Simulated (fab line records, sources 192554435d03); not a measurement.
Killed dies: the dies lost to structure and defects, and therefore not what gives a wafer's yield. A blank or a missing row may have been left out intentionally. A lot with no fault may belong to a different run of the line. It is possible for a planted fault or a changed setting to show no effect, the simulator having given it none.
Lot-split experiment	flow n5 finfet	21 wafers read from 7 lots, route of 1938 steps

ON THE SPLIT
At N5_WELL_APT_EXPOSE_22 (exposes mask PWELL, defocus 0 nm, target cd 200 nm), the setting dose mj was moved away from the recipe's 23.2 on 5 of the 21 wafers read, by -6.1% to +5.8%. The other wafers ran this setting at the recipe's value.

FROM THE SPLIT TO THE READING: what the file shows between them, 3 steps
- N5_WELL_APT_PEB_23: peb time 90 s (also split here: peb temp c)
- N5_WELL_APT_DEVELOP_24: develop time 45 s
- N5_WELL_APT_HARDBAKE_29: time 120 s

THE READING
cd nm at N5_WELL_APT_CD_MEAS_25, given in nm (cd target 200 nm). A value of 199.6 nm with a standard deviation of 1.5 nm is what fault-free wafers of this fab line usually give.

wafer	tool, chamber at the split	dose mj as run	against the recipe	cd nm, nm	against lot-mates on the recipe
L075.1	krf scanner-01, 0	21.78	-6.1%	187.4	-12.8
L075.2	krf scanner-01, 0	23.2	recipe	200.2	-
L075.4	krf scanner-01, 0	23.2	recipe	200.2	-
L084.4	krf scanner-01, 0	24.55	+5.8%	219.5	+22.8
L084.5	krf scanner-01, 0	24.55	+5.8%	222.0	+25.3
L084.6	krf scanner-01, 0	23.2	recipe	196.7	-
L085.1	krf scanner-02, 0	23.2	recipe	200.7	-
L085.3	krf scanner-02, 0	23.2	recipe	199.8	-
L085.4	krf scanner-02, 0	23.2	recipe	198.9	-
L089.1	krf scanner-01, 0	23.2	recipe	200.2	-
L089.4	krf scanner-01, 0	23.2	recipe	199.4	-
L089.5	krf scanner-01, 0	23.2	recipe	200.3	-
L090.1	krf scanner-02, 0	23.2	recipe	197.0	-
L090.2	krf scanner-02, 0	23.95	+3.2%	205.9	+7.1
L090.3	krf scanner-02, 0	23.2	recipe	200.6	-
L091.1	krf scanner-02, 0	23.2	recipe	208.7	-
L091.2	krf scanner-02, 0	23.2	recipe	199.7	-
L091.6	krf scanner-02, 0	23.2	recipe	199.5	-
L097.2	krf scanner-02, 0	23.2	recipe	200.5	-
L097.3	krf scanner-02, 0	23.2	recipe	201.2	-
L097.4	krf scanner-02, 0	24.49	+5.6%	210.4	+9.6

THE FIT
A straight line over all 21 wafers: cd nm changes by +2.65 nm for each +1% of dose mj; r = +0.91; the points scatter about the line by 3.2 nm.
The same after taking each lot's own level away (the mean of its wafers on the recipe; 21 wafers): +2.92 nm for each +1%; r = +0.91; scatter 3.5 nm.
On that fit, the largest move of dose mj shifts the reading by 18 nm.
The span of the lots' own levels, 196.70 to 202.63 nm, comes to 4.0 times the standard deviation stated above.
The two slopes are in agreement: the lot-to-lot level therefore moves the slope only a little.
Check: for one of the wafers moved furthest among these (-6.1%), held out of the fit, the line's prediction against its lot-mates is -20.2 nm. Against them it came out at -12.8 nm.

THESE WAFERS: OTHER SPLITS
These wafers also went through other splits before the reading. Each is held against what the fit with the lots' levels taken away leaves over:
other split on the same wafers	wafers away from the commonest value	r with cd nm (lot level and that fit taken away)
N5_ZERO_LAYER_ETCH_18 icp w	10	-0.11
N5_WELL_APT_COAT_02 spin rpm	10	+0.09
N5_WELL_APT_PEB_23 peb temp c	3	+0.76

THE WHOLE CHAIN: every reading that the file lists as answering this split, in the file's order
step	what it does	reading	change (the file's fit)	r (the file's)
N5_WELL_APT_CD_MEAS_25	target cd 200 nm	cd nm	+2.61 nm for each +1% of the setting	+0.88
N5_WELL_APT_DESCUM_30	chemistry O2, time 7.9 s	WELL_APT.cd nm (the simulator's own value, which no gauge read)	+2.58 nm for each +1% of the setting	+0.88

THE FILE'S OWN FIT
cd nm changes by +2.61 nm for each +1% of dose mj, r = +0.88.
